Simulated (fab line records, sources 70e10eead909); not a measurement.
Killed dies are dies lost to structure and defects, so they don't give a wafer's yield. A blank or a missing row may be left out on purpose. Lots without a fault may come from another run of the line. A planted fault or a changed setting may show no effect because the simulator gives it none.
fab line records | flow nand_harc
record lots=6 wafers=18 last_day=34
route steps=1302 shown A_SOURCE_PLATE@416 A_ONON_D1@424 END@1302
lots that met no fault: from a run of the same line without faults
start_h: hours from the record's first day to the start of the lot's first wafer shown | wait_h: hours since the lot's step before | " the same as in the row above | L1.1+2: a row that stands for several wafers | - no value, or no start given | * or withheld: withheld | < > ~ a bound
route shown NAME@n: a module of which the file shows steps, and the number in the route of the first | usual: mean/standard deviation of fault-free wafers | same: alike in all rows | chamber/n: place in a boat | sites: the reading at each site | _std_site: their standard deviation | _edge_site: outer sites' mean less inner sites' | radius_mm: how far each site lies from the wafer's centre | mask NAME#n: copy n | behind: the tool/chamber that last shaped the wafer | hold: why the lot was held/for how many hours/how that ended | device: the transistor (n, p or np) that didn't switch | end of line: the same wafers' tests at the end of the route | a step without rows: its recipe alone | killed: dies lost to structure and defects at the first sort, not the wafer's yield | map: a wafer's dies, x killed, . not, _ none there
set.NAME: the setting as run; set.NAME@STEP: as run at that earlier step | model.NAME: the simulator's own value behind a step, which no gauge read
lots at some steps of the route; a table a step, a row a wafer
services: from which hour (start_h, from the record's first day; less than 0 if before it) a tool's chamber was out of use, for how many hours, and why
## steps
# step NHARC_A_SOURCE_PLATE_THK_MEAS_09
# recipe thk_meas_gauge=ellipsometry
# usual thk_nm=9.9/1
# columns lot.wafer tool chamber start_h wait_h thk_nm
L896.3 film_metro-01 - 156.55 0.4 10.4
L896.4 " - " " 9.5
L896.6 " - " " 10.4
L904.1 film_metro-01 - 236.17 0.4 9.4
L904.4 " - " " 10.8
L904.5 " - " " 10.3
L906.2 film_metro-02 - 258.62 0.4 9.4
L906.4 " - " " 9.1
L906.5 " - " " 9.8
L911.2 film_metro-02 - 313.43 0.4 11.3
L911.3 " - " " 8.1
L911.6 " - " " 10.6
L917.2 film_metro-02 - 366.58 0.4 8.9
L917.4 " - " " 9.2
L917.5 " - " " 9.9
L918.1 film_metro-01 - 385.73 0.4 9.3
L918.2 " - " " 10.8
L918.6 " - " " 8.2
# step NHARC_A_SOURCE_PLATE_PVD_04
# recipe target_thk_a=500 material=WSi2
# step NHARC_A_SOURCE_PLATE_CVD_03
# recipe target_thk_a=2000 temp_c=620 pressure_mtorr=200 time_s=4000 material=poly-Si
# step NHARC_A_SOURCE_PLATE_ANNEAL_05
# recipe temp_c=850 time_s=1800
# step NHARC_A_SOURCE_PLATE_THK_MEAS_06
# recipe thk_meas_gauge=ellipsometry
# usual thk_nm=199.1/2
# columns lot.wafer tool chamber start_h wait_h thk_nm
L896.3 film_metro-02 - 169.08 0.4 200.4
L896.4 " - " " 198.6
L896.6 " - " " 201.4
L904.1 film_metro-02 - 251.21 0.4 200.2
L904.4 " - " " 201.6
L904.5 " - " " 201.0
L906.2 film_metro-02 - 271.64 0.4 201.3
L906.4 " - " " 198.7
L906.5 " - " " 198.6
L911.2 film_metro-02 - 325.97 0.4 195.3
L911.3 " - " " 199.0
L911.6 " - " " 197.9
L917.2 film_metro-01 - 379.83 0.4 198.7
L917.4 " - " " 200.7
L917.5 " - " " 200.0
L918.1 film_metro-02 - 399.89 0.4 199.8
L918.2 " - " " 200.6
L918.6 " - " " 201.0
# step NHARC_A_SOURCE_PLATE_INSPECT_08
# usual raw_defect_count=57/25
# columns lot.wafer tool chamber start_h wait_h raw_defect_count
L896.3 defect_inspect-01 - 169.15 0.0 86
L896.4 " - " " 46
L896.6 " - " " 69
L904.1 defect_inspect-01 - 251.27 0.0 46
L904.4 " - " " 41
L904.5 " - " " 139
L906.2 defect_inspect-01 - 271.73 0.0 33
L906.4 " - " " 45
L906.5 " - " " 63
L911.2 defect_inspect-01 - 326.07 0.0 52
L911.3 " - " " 43
L911.6 " - " " 38
L917.2 defect_inspect-02 - 379.89 0.0 73
L917.4 " - " " 108
L917.5 " - " " 35
L918.1 defect_inspect-02 - 400.00 0.0 133
L918.2 " - " " 69
L918.6 " - " " 76
# step NHARC_A_ONON_D1_DEP_00
# recipe target_thk_a=10000 n2_flow_sccm=2750 n2o_flow_sccm=2000 nh3_flow_sccm=500 sih4_flow_sccm=210 temp_c=400
# step NHARC_A_ONON_D1_THK_MEAS_02
# recipe thk_meas_gauge=ellipsometry
# usual thk_nm=997/8.2
# columns lot.wafer tool chamber start_h wait_h thk_nm
L896.3 film_metro-01 - 169.72 - 984
L896.4 " - " " 987
L896.6 " - " " 986
L904.1 film_metro-01 - 251.85 - 996
L904.4 " - " " 995
L904.5 " - " " 994
L906.2 film_metro-02 - 272.30 - 1001
L906.4 " - " " 1000
L906.5 " - " " 1001
L911.2 film_metro-01 - 326.65 - 995
L911.3 " - " " 994
L911.6 " - " " 995
L917.2 film_metro-01 - 380.47 - 992
L917.4 " - " " 993
L917.5 " - " " 992
L918.1 film_metro-01 - 400.57 - 1001
L918.2 " - " " 1002
L918.6 " - " " 1003
# step NHARC_A_ONON_D1_DEP_03
# recipe target_thk_a=10000 n2_flow_sccm=2750 n2o_flow_sccm=2000 nh3_flow_sccm=500 sih4_flow_sccm=210 temp_c=400
# step NHARC_A_ONON_D1_THK_MEAS_05
# recipe thk_meas_gauge=ellipsometry
# usual thk_nm=1001/10
# columns lot.wafer tool chamber start_h wait_h thk_nm
L896.3 film_metro-02 - 170.29 - 1006
L896.4 " - " " 1006
L896.6 " - " " 1007
L904.1 film_metro-02 - 252.42 - 1002
L904.4 " - " " 1003
L904.5 " - " " 1002
L906.2 film_metro-01 - 272.87 - 995
L906.4 " - " " 995
L906.5 " - " " 994
L911.2 film_metro-02 - 327.22 - 998
L911.3 " - " " 999
L911.6 " - " " 997
L917.2 film_metro-01 - 381.04 - 994
L917.4 " - " " 996
L917.5 " - " " 998
L918.1 film_metro-01 - 401.14 - 1006
L918.2 " - " " 1006
L918.6 " - " " 1007
# step NHARC_A_ONON_D1_DEP_06
# recipe target_thk_a=10000 n2_flow_sccm=2750 n2o_flow_sccm=2000 nh3_flow_sccm=500 sih4_flow_sccm=210 temp_c=400
# columns lot.wafer tool chamber start_h wait_h
L896.3+4+6 pecvd_onon-04 0 170.46 0.2
L904.1+4+5 pecvd_onon-04 0 252.47 0.1
L906.2+4+5 pecvd_onon-04 0 272.98 0.1
L911.2+3+6 pecvd_onon-01 0 327.33 0.1
L917.2+4+5 pecvd_onon-01 0 381.15 0.1
L918.1+2+6 pecvd_onon-01 0 401.19 0.1
# step NHARC_A_ONON_D1_THK_MEAS_08
# recipe thk_meas_gauge=ellipsometry
# usual thk_nm=1000/9.4
# columns lot.wafer tool chamber start_h wait_h thk_nm
L896.3 film_metro-02 - 170.86 - 1013
L896.4 " - " " 1011
L896.6 " - " " 1010
L904.1 film_metro-01 - 252.99 - 1007
L904.4 " - " " 1006
L904.5 " - " " 1750
L906.2 film_metro-01 - 273.46 - 1010
L906.4 " - " " 1009
L906.5 " - " " 1752
L911.2 film_metro-01 - 327.79 - 983
L911.3 " - " " 983
L911.6 " - " " 982
L917.2 film_metro-01 - 381.60 - 1012
L917.4 " - " " 1013
L917.5 " - " " 1012
L918.1 film_metro-02 - 401.70 - 1010
L918.2 " - " " 1008
L918.6 " - " " 1009
# step NHARC_A_ONON_D1_DEP_09
# recipe target_thk_a=10000 n2_flow_sccm=2750 n2o_flow_sccm=2000 nh3_flow_sccm=500 sih4_flow_sccm=210 temp_c=400
# step NHARC_END_SORT_01
# recipe temp_c=25
# usual killed_at_array=53/18 killed_at_other=1.0/1.2 killed_at_periphery=3.6/2.4 killed_dies=58/18 killed_open=3.4/1.8 killed_short=2.3/1.5
# same gross_dies=677
# columns lot.wafer tool chamber start_h wait_h killed_at_array killed_at_other killed_at_periphery killed_dies killed_open killed_short
L904.5 prober-02 0 654.78 3.7 674 0 3 677 2 4
L906.5 prober-02 0 679.17 3.7 673 1 3 677 5 4
# killed by level:class
L904.5 A_ONON_D1:area_dep=640 A_SLIT:chamber_film_flake=16 A_CHANNEL_HOLE_D2:chamber_film_flake=8 A_ONON_D2:geometric_particle:short=2 P_CONTACT:chamber_film_flake=2 A_DECK1_JOINT:chamber_film_flake=2 A_ONON_D1:geometric_particle:short=1 A_WL_FILL:geometric_particle:short=1
L906.5 A_ONON_D1:area_dep=605 A_CHANNEL_HOLE_D1:chamber_film_flake=31 A_SLIT:chamber_film_flake=20 A_CONTACT:chamber_film_flake=9 A_ONON_D1:geometric_particle:open=2 P_M0:geometric_particle:short=1 P_M0:geometric_particle:open=1 A_CHANNEL_FILL_D1:geometric_particle:short=1
# map L904.5 (x killed, . not)
____________x____________
_________xxxxxxx_________
_______xxxxxxxxxxx_______
______xxxxxxxxxxxxx______
_____xxxxxxxxxxxxxxx_____
____xxxxxxxxxxxxxxxxx____
____xxxxxxxxxxxxxxxxx____
___xxxxxxxxxxxxxxxxxxx___
___xxxxxxxxxxxxxxxxxxx___
__xxxxxxxxxxxxxxxxxxxxx__
__xxxxxxxxxxxxxxxxxxxxx__
_xxxxxxxxxxxxxxxxxxxxxxx_
_xxxxxxxxxxxxxxxxxxxxxxx_
_xxxxxxxxxxxxxxxxxxxxxxx_
_xxxxxxxxxxxxxxxxxxxxxxx_
_xxxxxxxxxxxxxxxxxxxxxxx_
xxxxxxxxxxxxxxxxxxxxxxxxx
xxxxxxxxxxxxxxxxxxxxxxxxx
xxxxxxxxxxxxxxxxxxxxxxxxx
xxxxxxxxxxxxxxxxxxxxxxxxx
xxxxxxxxxxxxxxxxxxxxxxxxx
_xxxxxxxxxxxxxxxxxxxxxxx_
_xxxxxxxxxxxxxxxxxxxxxxx_
_xxxxxxxxxxxxxxxxxxxxxxx_
_xxxxxxxxxxxxxxxxxxxxxxx_
_xxxxxxxxxxxxxxxxxxxxxxx_
__xxxxxxxxxxxxxxxxxxxxx__
__xxxxxxxxxxxxxxxxxxxxx__
___xxxxxxxxxxxxxxxxxxx___
___xxxxxxxxxxxxxxxxxxx___
____xxxxxxxxxxxxxxxxx____
____xxxxxxxxxxxxxxxxx____
_____xxxxxxxxxxxxxxx_____
______xxxxxxxxxxxxx______
_______xxxxxxxxxxx_______
_________xxxxxxx_________
____________x____________
# map L906.5 (x killed, . not)
____________x____________
_________xxxxxxx_________
_______xxxxxxxxxxx_______
______xxxxxxxxxxxxx______
_____xxxxxxxxxxxxxxx_____
____xxxxxxxxxxxxxxxxx____
____xxxxxxxxxxxxxxxxx____
___xxxxxxxxxxxxxxxxxxx___
___xxxxxxxxxxxxxxxxxxx___
__xxxxxxxxxxxxxxxxxxxxx__
__xxxxxxxxxxxxxxxxxxxxx__
_xxxxxxxxxxxxxxxxxxxxxxx_
_xxxxxxxxxxxxxxxxxxxxxxx_
_xxxxxxxxxxxxxxxxxxxxxxx_
_xxxxxxxxxxxxxxxxxxxxxxx_
_xxxxxxxxxxxxxxxxxxxxxxx_
xxxxxxxxxxxxxxxxxxxxxxxxx
xxxxxxxxxxxxxxxxxxxxxxxxx
xxxxxxxxxxxxxxxxxxxxxxxxx
xxxxxxxxxxxxxxxxxxxxxxxxx
xxxxxxxxxxxxxxxxxxxxxxxxx
_xxxxxxxxxxxxxxxxxxxxxxx_
_xxxxxxxxxxxxxxxxxxxxxxx_
_xxxxxxxxxxxxxxxxxxxxxxx_
_xxxxxxxxxxxxxxxxxxxxxxx_
_xxxxxxxxxxxxxxxxxxxxxxx_
__xxxxxxxxxxxxxxxxxxxxx__
__xxxxxxxxxxxxxxxxxxxxx__
___xxxxxxxxxxxxxxxxxxx___
___xxxxxxxxxxxxxxxxxxx___
____xxxxxxxxxxxxxxxxx____
____xxxxxxxxxxxxxxxxx____
_____xxxxxxxxxxxxxxx_____
______xxxxxxxxxxxxx______
_______xxxxxxxxxxx_______
_________xxxxxxx_________
____________x____________
## services
# columns tool chamber start_h hours kind
pecvd_onon-01 - 269.52 13.0 pm
pecvd_onon-04 - 311.10 13.0 pm
## key
first_sign step=NHARC_A_ONON_D1_THK_MEAS_08 reading=thk_nm direction=up sigmas=80 usual=1000 struck=1751
effect step=NHARC_END_SORT_01 reading=killed_at_array direction=up sigmas=35 usual=53 struck=674
more_kills_born_at NHARC_A_ONON_D1_DEP_06@pecvd_onon-04=1245
met_at NHARC_A_ONON_D1_DEP_06
struck_wafers L904.5,L906.5
later_rows_left_out L904.5,L906.5
tester_left_out L904,L906
onset_between 170.46 252.47
fault kind=process_parameter_drift tool=pecvd_onon-04 chamber=- onset_h=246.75 steps=NHARC_A_ONON_D1_DEP_06 channel=target_thk_a offset=* shape=step end_h=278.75 scope=struck_wafers_only acts_in=* stated=*
# tester_left_out: of these lots the tester's yield and bins aren't shown, on N5 and GAA mostly nor the transistor test; their killed dies are dies lost to structure and defects alone, not to doping, threshold or leakage, so they don't give the yield
# later_rows_left_out: the simulator's readings of these wafers behind a module that went badly wrong aren't trusted and aren't shown, but for the sort
